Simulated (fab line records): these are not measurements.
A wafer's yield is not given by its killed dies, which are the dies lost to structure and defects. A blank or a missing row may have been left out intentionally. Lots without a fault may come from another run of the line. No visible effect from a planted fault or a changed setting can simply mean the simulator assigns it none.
fab line records + flow n5_finfet
record
- lots=5
- wafers=15
- last_day=17
route steps=1938 shown BEOL_M8@1362
lots that met no fault: from a run of the same line without faults
start_h: start of the lot's first displayed wafer, in hours after the record's first day + wait_h: time in hours since the lot's previous step + " as in the row above + L1.1+2: several wafers, shown together as one row + - no value, or no start was given + * or withheld: withheld + < > ~ a bound
route shown NAME@n: NAME is a module with steps in the file, n the number in the route of the first one + usual: the fault-free wafers' mean and standard deviation + same: alike in all rows + chamber/n: place in a boat + sites: per-site readings + _std_site: standard deviation of those values + _edge_site: mean of outer sites minus mean of inner sites + radius_mm: for every site, how far away it sits from the centre of the wafer + mask NAME#n: copy n + behind: the tool/chamber that last shaped the wafer + hold: why the lot went on hold/how many hours it stayed there/how the hold came to an end + device: the transistor (n, p or np) that didn't switch + end of line: at the end of the route, the tests of the same wafers + a step with no rows: only its recipe + killed: the dies lost at the first sort to structure and to defects; this is not the yield of the wafer + map: a wafer's dies, x killed, . not, _ none there
set.NAME: the run value of the setting; set.NAME@STEP: its run value at that earlier step + model.NAME: the simulator's own value behind a step, which no gauge read
lots at selected steps of the route; one table per step, one row per wafer
services: from which hour (start_h, from the record's first day; less than 0 if before it) a tool's chamber was out of use, for how many hours, and why
## steps
# step N5_BEOL_M8_EXPOSE_25
# recipe
- mask_id=V7
- na=0.33
- source_shape=annular
- sigma_inner=0.4
- sigma_outer=0.8
- polarization=unpolarized
- target_cd_nm=40
- dose_mj=42.5
# step N5_BEOL_M8_PEB_26
# recipe
- peb_temp_c=100
- peb_time_s=60
- resist=CAR-EUV
# step N5_BEOL_M8_DEVELOP_27
# recipe
- develop_time_s=30
- developer=TMAH
- resist=CAR-EUV
- rinse_liquid=surfactant_rinse
- dry=air_spin
- dev_temp_c=23
# step N5_BEOL_M8_CD_MEAS_28
# recipe
- target_cd_nm=40
- landing_energy_ev=500
- detector=se_inlens
# usual
- cd_nm=40.06/0.24
| lot.wafer | tool      | chamber | start_h | wait_h | cd_nm |
|-----------|-----------|---------|---------|--------|-------|
| L376.3    | cd_sem-03 | 0       | 219.26  | -      | 40.23 |
| L376.5    | "         | 0       | "       | "      | 39.94 |
| L376.6    | "         | 0       | "       | "      | 39.97 |
| L382.1    | cd_sem-03 | 0       | 264.81  | -      | 40.36 |
| L382.3    | "         | 0       | "       | "      | 40.22 |
| L382.6    | "         | 0       | "       | "      | 40.08 |
| L389.2    | cd_sem-02 | 0       | 293.68  | -      | 40.19 |
| L389.3    | "         | 0       | "       | "      | 40.31 |
| L389.6    | "         | 0       | "       | "      | 40.05 |
| L388.3    | cd_sem-03 | 0       | 293.82  | -      | 39.67 |
| L388.4    | "         | 0       | "       | "      | 40.11 |
| L388.6    | "         | 0       | "       | "      | 39.86 |
| L397.1    | cd_sem-03 | 0       | 344.32  | -      | 39.84 |
| L397.2    | "         | 0       | "       | "      | 40.08 |
| L397.4    | "         | 0       | "       | "      | 40.01 |
# step N5_BEOL_M8_OVL_MEAS_29
# recipe
- points_per_wafer=522
# usual
- V7_OVL=-0.2/0.67
| lot.wafer | tool       | chamber | start_h | wait_h | V7_OVL[nm] |
|-----------|------------|---------|---------|--------|------------|
| L376.3    | overlay-02 | 0       | 219.30  | 0.0    | -1.0       |
| L376.5    | "          | 0       | "       | "      | -0.7       |
| L376.6    | "          | 0       | "       | "      | -0.9       |
| L382.1    | overlay-01 | 0       | 264.84  | 0.0    | -1.1       |
| L382.3    | "          | 0       | "       | "      | -0.1       |
| L382.6    | "          | 0       | "       | "      | -0.3       |
| L389.2    | overlay-01 | 0       | 293.72  | 0.0    | 0.4        |
| L389.3    | "          | 0       | "       | "      | 0.2        |
| L389.6    | "          | 0       | "       | "      | 0.2        |
| L388.3    | overlay-02 | 0       | 293.86  | 0.0    | 0.3        |
| L388.4    | "          | 0       | "       | "      | 0.0        |
| L388.6    | "          | 0       | "       | "      | 0.5        |
| L397.1    | overlay-02 | 0       | 344.36  | 0.0    | 0.0        |
| L397.2    | "          | 0       | "       | "      | 0.0        |
| L397.4    | "          | 0       | "       | "      | 1.6        |
# step N5_BEOL_M8_INSPECT_30
# recipe
- mode=adi
- inspect_instrument=brightfield
# usual
- raw_defect_count=422/93
| lot.wafer | tool              | chamber | start_h | wait_h | raw_defect_count |
|-----------|-------------------|---------|---------|--------|------------------|
| L376.3    | defect_inspect-01 | -       | 219.35  | 0.0    | 288              |
| L376.5    | "                 | -       | "       | "      | 341              |
| L376.6    | "                 | -       | "       | "      | 386              |
| L382.1    | defect_inspect-02 | -       | 264.90  | 0.1    | 432              |
| L382.3    | "                 | -       | "       | "      | 520              |
| L382.6    | "                 | -       | "       | "      | 577              |
| L389.2    | defect_inspect-02 | -       | 293.77  | 0.0    | 427              |
| L389.3    | "                 | -       | "       | "      | 564              |
| L389.6    | "                 | -       | "       | "      | 550              |
| L388.3    | defect_inspect-01 | -       | 293.91  | 0.0    | 472              |
| L388.4    | "                 | -       | "       | "      | 418              |
| L388.6    | "                 | -       | "       | "      | 403              |
| L397.1    | defect_inspect-01 | -       | 344.42  | 0.1    | 444              |
| L397.2    | "                 | -       | "       | "      | 362              |
| L397.4    | "                 | -       | "       | "      | 393              |
# step N5_BEOL_M8_DESCUM_33
# recipe
- chemistry=O2
- time_s=7
- source_power_w=50
- bias_power_w=20
- pressure_mtorr=20
- rf_frequency_hz=2.712e+07
- temp_c=40
- resist=CAR-EUV
- o2_flow_sccm=225
# usual
- drypump_motor_current_A=5.8/0.45
- oes_product_au=0.78/0.086
- rf_vpp_V=243.2/1.1
- showerhead_plenum_p_Torr=2.09/0.052
- throttle_valve_pct=20.50/0.23
| lot.wafer | tool        | chamber | start_h | wait_h | drypump_motor_current_A | oes_product_au | rf_hours_counter_h | rf_vpp_V | showerhead_plenum_p_Torr | throttle_valve_pct |
|-----------|-------------|---------|---------|--------|-------------------------|----------------|--------------------|----------|--------------------------|--------------------|
| L376.3    | rie_diel-04 | 0       | 219.51  | 0.2    | 5.3                     | 0.70           | 218                | 244.7    | 2.06                     | 20.38              |
| L376.5    | "           | 2       | "       | "      | 5.9                     | 0.78           | -                  | 243.2    | 2.09                     | 20.06              |
| L376.6    | "           | 1       | "       | "      | 5.5                     | 0.80           | -                  | 241.7    | 2.10                     | 20.55              |
| L382.1    | rie_diel-02 | 1       | 264.93  | 0.0    | 5.8                     | 0.75           | 180                | 244.4    | 2.08                     | 20.63              |
| L382.3    | "           | 0       | "       | "      | 6.2                     | 0.86           | 51                 | 243.6    | 2.13                     | 20.38              |
| L382.6    | "           | 2       | "       | "      | 6.6                     | 0.74           | -                  | 243.5    | 2.17                     | 20.88              |
| L389.2    | rie_diel-04 | 2       | 293.93  | 0.2    | 5.9                     | 0.75           | 144                | 243.6    | 2.08                     | 20.14              |
| L389.3    | "           | 1       | "       | "      | 5.5                     | 0.77           | 133                | 243.6    | 2.09                     | 20.59              |
| L389.6    | "           | 1       | "       | "      | 5.5                     | 0.77           | -                  | 244.0    | 2.09                     | 20.59              |
| L388.3    | rie_diel-02 | 0       | 294.53  | 0.6    | 6.2                     | 0.84           | 63                 | 243.9    | 2.13                     | 20.41              |
| L388.4    | "           | 2       | "       | "      | 6.6                     | 0.72           | 211                | 244.4    | 2.17                     | 20.90              |
| L388.6    | "           | 3       | "       | "      | 5.2                     | 0.68           | -                  | 243.2    | 2.08                     | 20.39              |
| L397.1    | rie_diel-01 | 1       | 344.46  | 0.0    | 6.2                     | 0.79           | 126                | 243.5    | 2.12                     | 20.78              |
| L397.2    | "           | 2       | "       | "      | 5.6                     | 0.72           | 167                | 241.8    | 2.01                     | 20.68              |
| L397.4    | "           | 0       | "       | "      | 5.9                     | 0.70           | 228                | 241.1    | 1.97                     | 20.25              |
# step N5_BEOL_M8_ETCH_72
# recipe
- chemistry=N2/H2
- target=underlayer
- target_depth_a=65
- mask_material=CAR-EUV
- time_s=5.2
- ion_energy_ev=200
- pressure_mtorr=30
- source_w=840
- bias_w=150
- n2_flow_sccm=200
- h2_flow_sccm=200
- ends=cleared
# usual
- bias_w=150.0/0.45
- drypump_motor_current_A=5.8/0.45
- etch_rf_on_time_s=5.22/0.13
- oes_product_au=0.66/0.075
- rf_vpp_V=523.9/2.1
- showerhead_plenum_p_Torr=2.54/0.054
- throttle_valve_pct=17.89/0.22
| lot.wafer | tool        | chamber | start_h | wait_h | bias_w | drypump_motor_current_A | etch_rf_on_time_s | oes_product_au | rf_hours_counter_h | rf_vpp_V | showerhead_plenum_p_Torr | throttle_valve_pct |
|-----------|-------------|---------|---------|--------|--------|-------------------------|-------------------|----------------|--------------------|----------|--------------------------|--------------------|
| L376.3    | rie_diel-04 | 0       | 219.55  | 0.0    | 149.7  | 5.3                     | 5.17              | 0.59           | 218                | 524.5    | 2.52                     | 17.89              |
| L376.5    | "           | 2       | "       | "      | 149.8  | 6.0                     | 5.25              | 0.66           | -                  | 523.3    | 2.55                     | 17.64              |
| L376.6    | "           | 1       | "       | "      | 150.0  | 5.5                     | 5.07              | 0.69           | -                  | 524.0    | 2.56                     | 18.04              |
| L382.1    | rie_diel-02 | 1       | 264.97  | 0.0    | 149.8  | 5.8                     | 5.04              | 0.65           | 180                | 523.4    | 2.51                     | 17.85              |
| L382.3    | "           | 0       | "       | "      | 149.4  | 6.2                     | 5.19              | 0.74           | 51                 | 525.9    | 2.59                     | 17.69              |
| L382.6    | "           | 2       | "       | "      | 151.7  | 6.6                     | 5.08              | 0.62           | -                  | 527.0    | 2.63                     | 18.26              |
| L389.2    | rie_diel-04 | 2       | 293.97  | 0.0    | 149.7  | 6.0                     | 5.26              | 0.64           | 144                | 526.7    | 2.54                     | 17.69              |
| L389.3    | "           | 1       | "       | "      | 150.2  | 5.5                     | 5.07              | 0.66           | 133                | 523.2    | 2.55                     | 18.09              |
| L389.6    | "           | 1       | "       | "      | 149.9  | 5.5                     | 5.05              | 0.67           | -                  | 522.1    | 2.55                     | 18.10              |
| L388.3    | rie_diel-02 | 0       | 294.56  | 0.0    | 150.2  | 6.2                     | 5.34              | 0.70           | 63                 | 525.2    | 2.58                     | 17.70              |
| L388.4    | "           | 2       | "       | "      | 149.9  | 6.7                     | 5.13              | 0.62           | 211                | 524.2    | 2.62                     | 18.30              |
| L388.6    | "           | 3       | "       | "      | 149.9  | 5.2                     | 5.31              | 0.57           | -                  | 524.5    | 2.50                     | 17.69              |
| L397.1    | rie_diel-01 | 1       | 344.49  | 0.0    | 150.5  | 6.2                     | 5.16              | 0.69           | 126                | 523.7    | 2.56                     | 18.14              |
| L397.2    | "           | 2       | "       | "      | 149.4  | 5.6                     | 5.47              | 0.61           | 167                | 521.4    | 2.44                     | 18.18              |
| L397.4    | "           | 0       | "       | "      | 150.1  | 5.9                     | 5.44              | 0.59           | 228                | 519.8    | 2.41                     | 17.93              |
# step N5_BEOL_M8_ETCH_65
# recipe
- chemistry=CF4
- target=SiARC
- target_depth_a=156
- mask_material=CAR-EUV
- time_s=26
- ion_energy_ev=80
- pressure_mtorr=40
- source_w=545
- bias_w=36
- Ar_flow_sccm=100
- cf4_flow_sccm=100
- ends=cleared
# usual
- bias_w=36.01/0.1
- drypump_motor_current_A=5.8/0.45
- etch_rf_on_time_s=26.1/0.59
- oes_product_au=0.66/0.075
- rf_vpp_V=184.0/1.1
- showerhead_plenum_p_Torr=2.14/0.052
- throttle_valve_pct=15.69/0.2
| lot.wafer | tool        | chamber | start_h | wait_h | bias_w | drypump_motor_current_A | etch_rf_on_time_s | oes_product_au | rf_hours_counter_h | rf_vpp_V | showerhead_plenum_p_Torr | throttle_valve_pct |
|-----------|-------------|---------|---------|--------|--------|-------------------------|-------------------|----------------|--------------------|----------|--------------------------|--------------------|
| L376.3    | rie_diel-04 | 0       | 219.57  | 0.0    | 36.03  | 5.3                     | 26.0              | 0.60           | 218                | 183.1    | 2.12                     | 15.64              |
| L376.5    | "           | 2       | "       | "      | 36.12  | 6.0                     | 26.6              | 0.66           | -                  | 184.2    | 2.15                     | 15.35              |
| L376.6    | "           | 1       | "       | "      | 36.19  | 5.5                     | 25.4              | 0.69           | -                  | 184.6    | 2.15                     | 15.74              |
| L382.1    | rie_diel-02 | 1       | 264.98  | 0.0    | 35.85  | 5.8                     | 26.0              | 0.64           | 180                | 184.5    | 2.13                     | 15.82              |
| L382.3    | "           | 0       | "       | "      | 36.21  | 6.2                     | 26.5              | 0.72           | 51                 | 185.1    | 2.19                     | 15.57              |
| L382.6    | "           | 2       | "       | "      | 35.91  | 6.6                     | 25.5              | 0.63           | -                  | 186.2    | 2.22                     | 16.08              |
| L389.2    | rie_diel-04 | 2       | 293.98  | 0.0    | 36.08  | 6.0                     | 26.5              | 0.64           | 144                | 184.5    | 2.14                     | 15.41              |
| L389.3    | "           | 1       | "       | "      | 36.25  | 5.6                     | 25.3              | 0.66           | 133                | 184.0    | 2.14                     | 15.80              |
| L389.6    | "           | 1       | "       | "      | 36.13  | 5.6                     | 25.3              | 0.67           | -                  | 184.2    | 2.14                     | 15.78              |
| L388.3    | rie_diel-02 | 0       | 294.58  | 0.0    | 36.09  | 6.2                     | 26.6              | 0.71           | 63                 | 185.1    | 2.18                     | 15.62              |
| L388.4    | "           | 2       | "       | "      | 35.84  | 6.6                     | 25.9              | 0.62           | 211                | 183.8    | 2.22                     | 16.09              |
| L388.6    | "           | 3       | "       | "      | 36.10  | 5.2                     | 26.5              | 0.58           | -                  | 182.6    | 2.13                     | 15.70              |
| L397.1    | rie_diel-01 | 1       | 344.51  | 0.0    | 36.08  | 6.1                     | 25.7              | 0.67           | 126                | 184.3    | 2.16                     | 15.83              |
| L397.2    | "           | 2       | "       | "      | 35.99  | 5.6                     | 27.1              | 0.61           | 167                | 182.0    | 2.04                     | 15.73              |
| L397.4    | "           | 0       | "       | "      | 36.10  | 5.9                     | 27.0              | 0.59           | 228                | 183.4    | 2.02                     | 15.58              |
# step N5_BEOL_M8_ETCH_66
# recipe
- chemistry=N2/H2
- target=SOC
- target_depth_a=800
- overetch_a=160
- mask_material=SiARC
- temp_c=40
- time_s=120
- ion_energy_ev=200
- pressure_mtorr=30
- source_w=840
- bias_w=150
- n2_flow_sccm=200
- h2_flow_sccm=200
# usual
- bias_w=150.1/0.45
- drypump_motor_current_A=5.8/0.45
- oes_product_au=0.60/0.063
- rf_vpp_V=524.0/1.8
- showerhead_plenum_p_Torr=2.54/0.054
- throttle_valve_pct=17.85/0.22
| lot.wafer | tool        | chamber | start_h | wait_h | bias_w | drypump_motor_current_A | oes_product_au | rf_hours_counter_h | rf_vpp_V | showerhead_plenum_p_Torr | throttle_valve_pct |
|-----------|-------------|---------|---------|--------|--------|-------------------------|----------------|--------------------|----------|--------------------------|--------------------|
| L376.3    | rie_diel-04 | 0       | 219.59  | 0.0    | 150.3  | 5.3                     | 0.53           | 218                | 522.5    | 2.52                     | 17.85              |
| L376.5    | "           | 2       | "       | "      | 149.7  | 6.0                     | 0.60           | -                  | 525.4    | 2.55                     | 17.57              |
| L376.6    | "           | 1       | "       | "      | 150.1  | 5.5                     | 0.61           | -                  | 523.1    | 2.56                     | 18.00              |
| L382.1    | rie_diel-02 | 1       | 265.01  | 0.0    | 149.8  | 5.9                     | 0.57           | 180                | 524.1    | 2.51                     | 17.80              |
| L382.3    | "           | 0       | "       | "      | 150.1  | 6.2                     | 0.66           | 51                 | 525.3    | 2.58                     | 17.67              |
| L382.6    | "           | 2       | "       | "      | 150.4  | 6.6                     | 0.56           | -                  | 526.5    | 2.63                     | 18.23              |
| L389.2    | rie_diel-04 | 2       | 294.01  | 0.0    | 149.7  | 6.0                     | 0.57           | 144                | 524.5    | 2.54                     | 17.63              |
| L389.3    | "           | 1       | "       | "      | 150.0  | 5.5                     | 0.59           | 133                | 524.0    | 2.55                     | 18.08              |
| L389.6    | "           | 1       | "       | "      | 150.2  | 5.5                     | 0.59           | -                  | 525.7    | 2.55                     | 18.06              |
| L388.3    | rie_diel-02 | 0       | 294.61  | 0.0    | 150.3  | 6.2                     | 0.64           | 63                 | 525.1    | 2.58                     | 17.67              |
| L388.4    | "           | 2       | "       | "      | 149.7  | 6.6                     | 0.55           | 211                | 526.9    | 2.62                     | 18.24              |
| L388.6    | "           | 3       | "       | "      | 150.4  | 5.2                     | 0.53           | -                  | 523.8    | 2.50                     | 17.67              |
| L397.1    | rie_diel-01 | 1       | 344.54  | 0.0    | 150.0  | 6.2                     | 0.61           | 126                | 525.8    | 2.56                     | 18.11              |
| L397.2    | "           | 2       | "       | "      | 149.7  | 5.6                     | 0.56           | 167                | 521.0    | 2.44                     | 18.13              |
| L397.4    | "           | 0       | "       | "      | 149.6  | 5.9                     | 0.54           | 228                | 519.9    | 2.41                     | 17.90              |
# step N5_BEOL_M8_STRIP_69
# recipe
- chemistry=N2/H2
- temp_c=40
- n2_flow_sccm=200
- h2_flow_sccm=200
- rf_frequency_hz=6e+07
# step N5_BEOL_M8_STRIP_73
# recipe
- chemistry=N2/H2
- temp_c=40
- n2_flow_sccm=200
- h2_flow_sccm=200
- rf_frequency_hz=6e+07
# step N5_BEOL_M8_VIA_ETCH_34
# recipe
- chemistry=C4F6/O2
- target=SiCOH_lowk
- target_depth_a=1255
- mask_material=SOC
- taper_deg=4
- time_s=50.5
- ion_energy_ev=250
- pressure_mtorr=30
- source_w=345
- bias_w=185
- Ar_flow_sccm=300
- C4F6_flow_sccm=10
- O2_flow_sccm=10
# usual
- bias_w=185.0/0.6
- drypump_motor_current_A=5.8/0.45
- oes_product_au=0.78/0.088
- rf_vpp_V=662/10
- showerhead_plenum_p_Torr=2.86/0.071
- throttle_valve_pct=21.02/0.22
| lot.wafer | tool        | chamber | start_h | wait_h | bias_w | drypump_motor_current_A | oes_product_au | rf_hours_counter_h | rf_vpp_V | showerhead_plenum_p_Torr | throttle_valve_pct | model.etch.depth_nm | model.SOC_of_BEOL_M8_COAT_63.thk_nm |
|-----------|-------------|---------|---------|--------|--------|-------------------------|----------------|--------------------|----------|--------------------------|--------------------|---------------------|-------------------------------------|
| L376.3    | rie_diel-04 | 0       | 219.69  | 0.0    | 185.7  | 5.3                     | 0.70           | 218                | 644      | 2.83                     | 20.96              | 125.6               | 53.8                                |
| L376.5    | "           | 2       | "       | "      | 184.7  | 6.0                     | 0.78           | -                  | 661      | 2.86                     | 20.67              | 125.8               | 54                                  |
| L376.6    | "           | 1       | "       | "      | 184.7  | 5.5                     | 0.80           | -                  | 661      | 2.88                     | 21.16              | 127.7               | 53.6                                |
| L382.1    | rie_diel-02 | 1       | 265.11  | 0.0    | 184.7  | 5.8                     | 0.75           | 180                | 653      | 2.85                     | 21.17              | 125                 | 54                                  |
| L382.3    | "           | 0       | "       | "      | 185.0  | 6.2                     | 0.85           | 51                 | 659      | 2.92                     | 20.99              | 124.7               | 54                                  |
| L382.6    | "           | 2       | "       | "      | 185.2  | 6.6                     | 0.74           | -                  | 661      | 2.97                     | 21.48              | 126.2               | 53.8                                |
| L389.2    | rie_diel-04 | 2       | 294.11  | 0.0    | 183.6  | 5.9                     | 0.75           | 144                | 660      | 2.85                     | 20.70              | 124.6               | 54.4                                |
| L389.3    | "           | 1       | "       | "      | 185.7  | 5.5                     | 0.77           | 133                | 660      | 2.87                     | 21.20              | 126.6               | 54                                  |
| L389.6    | "           | 1       | "       | "      | 185.7  | 5.5                     | 0.77           | -                  | 662      | 2.87                     | 21.19              | 126.4               | 54                                  |
| L388.3    | rie_diel-02 | 0       | 294.71  | 0.0    | 133.9  | 6.1                     | 0.78           | 63                 | 508      | 2.91                     | 20.99              | 109.5               | 54.2                                |
| L388.4    | "           | 2       | "       | "      | 185.1  | 6.6                     | 0.71           | 211                | 660      | 2.96                     | 21.48              | 124.6               | 54                                  |
| L388.6    | "           | 3       | "       | "      | 185.8  | 5.2                     | 0.68           | -                  | 660      | 2.83                     | 20.91              | 123.2               | 54                                  |
| L397.1    | rie_diel-01 | 1       | 344.64  | 0.0    | 184.5  | 6.2                     | 0.79           | 126                | 677      | 2.86                     | 21.12              | 125.8               | 54                                  |
| L397.2    | "           | 2       | "       | "      | 184.4  | 5.6                     | 0.71           | 167                | 665      | 2.70                     | 20.95              | 120.4               | 54                                  |
| L397.4    | "           | 0       | "       | "      | 186.5  | 5.9                     | 0.69           | 228                | 651      | 2.70                     | 20.79              | 121.8               | 54.2                                |
# step N5_BEOL_M8_STRIP_76
# recipe
- chemistry=C4F6/O2
- resist=SiARC
- rf_frequency_hz=6e+07
## services
| tool        | chamber | start_h | hours | kind                          |
|-------------|---------|---------|-------|-------------------------------|
| rie_diel-01 | 3       | 242.29  | 6.0   | repair                        |
| rie_diel-01 | 1       | 269.22  | 5.2   | repair                        |
| rie_diel-01 | -       | 280.26  | 14.6  | pm                            |
| rie_diel-04 | 0       | 305.44  | -     | clean                         |
| rie_diel-04 | 0       | 305.44  | -     | consumable_replace:focus_ring |
| rie_diel-04 | 0       | 305.44  | 17.7  | scheduled_down                |
| rie_diel-04 | 0       | 305.44  | 17.7  | vent_cycle                    |
| rie_diel-01 | 1       | 315.35  | 8.1   | repair                        |
| rie_diel-02 | 1       | 318.16  | 4.5   | repair                        |
| rie_diel-02 | 3       | 322.29  | 6.9   | repair                        |
| rie_diel-02 | 3       | 343.56  | -     | clean                         |
| rie_diel-02 | 3       | 343.56  | -     | consumable_replace:focus_ring |
| rie_diel-02 | 3       | 343.56  | 21.9  | scheduled_down                |
| rie_diel-02 | 3       | 343.56  | 21.9  | vent_cycle                    |
## key
first_sign
- step=N5_BEOL_M8_VIA_ETCH_34
- reading=bias_w
- direction=down
- sigmas=85
- usual=*
- struck=*
effect
- step=N5_BEOL_M8_VIA_ETCH_34
- reading=rf_vpp_V
- direction=down
- sigmas=15
- usual=662
- struck=508
model_effect
- step=N5_BEOL_M8_VIA_ETCH_34
- value=etch.depth_nm
- without=121
- struck=109.5
met_at N5_BEOL_M8_VIA_ETCH_34
struck_wafers L388.3
onset_between 265.11 294.71
fault
- kind=process_parameter_drift
- tool=rie_diel-02
- chamber=0
- onset_h=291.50
- steps=N5_BEOL_M8_VIA_ETCH_34
- channel=bias_w
- offset=*
- shape=step
- end_h=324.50
- acts_in=*
- stated=*
